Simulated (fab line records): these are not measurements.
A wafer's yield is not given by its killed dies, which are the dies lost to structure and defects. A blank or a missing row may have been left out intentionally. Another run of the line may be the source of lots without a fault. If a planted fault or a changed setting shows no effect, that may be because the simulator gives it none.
Chamber matching / flow nandHarc / 3 sister chambers for NHARC_A_M1_PRE_CLEAN_32 on pecvd-03
The step time 12 s. 14 wafers are shown with their chamber, then 7 later ones without.

EACH WAFER AND ITS CHAMBER
wafer=L076.2; chamber=2; heaterPowerOuterW (W)=452; heaterPowerW (W)=751; susceptorTempC (C)=369.88
wafer=L076.4; chamber=1; heaterPowerOuterW (W)=382; heaterPowerW (W)=665; susceptorTempC (C)=370.24
wafer=L076.6; chamber=2; heaterPowerOuterW (W)=455; heaterPowerW (W)=746; susceptorTempC (C)=369.86
wafer=L079.2; chamber=1; heaterPowerOuterW (W)=314; heaterPowerW (W)=564; susceptorTempC (C)=369.89
wafer=L079.3; chamber=0; heaterPowerOuterW (W)=368; heaterPowerW (W)=662; susceptorTempC (C)=370.48
wafer=L079.4; chamber=0; heaterPowerOuterW (W)=363; heaterPowerW (W)=643; susceptorTempC (C)=370.04
wafer=L081.1; chamber=2; heaterPowerOuterW (W)=461; heaterPowerW (W)=738; susceptorTempC (C)=369.80
wafer=L081.3; chamber=1; heaterPowerOuterW (W)=352; heaterPowerW (W)=631; susceptorTempC (C)=370.07
wafer=L081.5; chamber=0; heaterPowerOuterW (W)=355; heaterPowerW (W)=649; susceptorTempC (C)=370.12
wafer=L086.1; chamber=1; heaterPowerOuterW (W)=368; heaterPowerW (W)=654; susceptorTempC (C)=369.91
wafer=L086.3; chamber=2; heaterPowerOuterW (W)=378; heaterPowerW (W)=656; susceptorTempC (C)=370.34
wafer=L086.6; chamber=0; heaterPowerOuterW (W)=339; heaterPowerW (W)=618; susceptorTempC (C)=370.10
wafer=L089.1; chamber=1; heaterPowerOuterW (W)=341; heaterPowerW (W)=614; susceptorTempC (C)=370.06
wafer=L089.3; chamber=2; heaterPowerOuterW (W)=467; heaterPowerW (W)=769; susceptorTempC (C)=369.93

SIGNATURES (means of the wafers above)
reading=heaterPowerOuterW; chamber 0=356.25; chamber 1=351.40; chamber 2=442.60; scatter within a chamber=27.9
reading=heaterPowerW; chamber 0=643.00; chamber 1=625.60; chamber 2=732.00; scatter within a chamber=37
reading=susceptorTempC; chamber 0=370.1850; chamber 1=370.0340; chamber 2=369.9620; scatter within a chamber=0.188
Rule: for each reading, subtract the chamber's mean from the wafer's reading, divide by that reading's scatter and square the result; add these up over the readings and take the root, which gives the wafer's distance from the chamber. The wafer belongs to the nearest chamber; if the next one is less than 2 further off, it can't be placed. How the scatter is found: for the shown wafers, subtract from each reading the mean of its chamber, square and add these, divide the total by (wafers less chambers), then take the root.

WAFERS WITH NO CHAMBER GIVEN
wafer=L089.6; heaterPowerOuterW (W)=343; heaterPowerW (W)=610; susceptorTempC (C)=369.96
wafer=L088.2; heaterPowerOuterW (W)=408; heaterPowerW (W)=701; susceptorTempC (C)=369.47
wafer=L088.4; heaterPowerOuterW (W)=357; heaterPowerW (W)=624; susceptorTempC (C)=370.22
wafer=L088.5; heaterPowerOuterW (W)=401; heaterPowerW (W)=694; susceptorTempC (C)=369.97
wafer=L097.2; heaterPowerOuterW (W)=406; heaterPowerW (W)=697; susceptorTempC (C)=370.32
wafer=L097.4; heaterPowerOuterW (W)=393; heaterPowerW (W)=692; susceptorTempC (C)=370.45
wafer=L097.5; heaterPowerOuterW (W)=371; heaterPowerW (W)=657; susceptorTempC (C)=369.94

EACH ONE'S CHAMBER
wafer=L089.6; from the rows above=can't be placed: 1 or 0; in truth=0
wafer=L088.2; from the rows above=can't be placed: 2 or 1 or 0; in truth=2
wafer=L088.4; from the rows above=can't be placed: 0 or 1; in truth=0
wafer=L088.5; from the rows above=can't be placed: 2 or 0 or 1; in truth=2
wafer=L097.2; from the rows above=can't be placed: 0 or 2 or 1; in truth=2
wafer=L097.4; from the rows above=can't be placed: 0 or 1 or 2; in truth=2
wafer=L097.5; from the rows above=can't be placed: 1 or 0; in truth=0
Placed correctly: 0 of 7. Can't be placed from these rows: 7 (the true chamber is among the candidates in 7). Wrongly placed: 0.
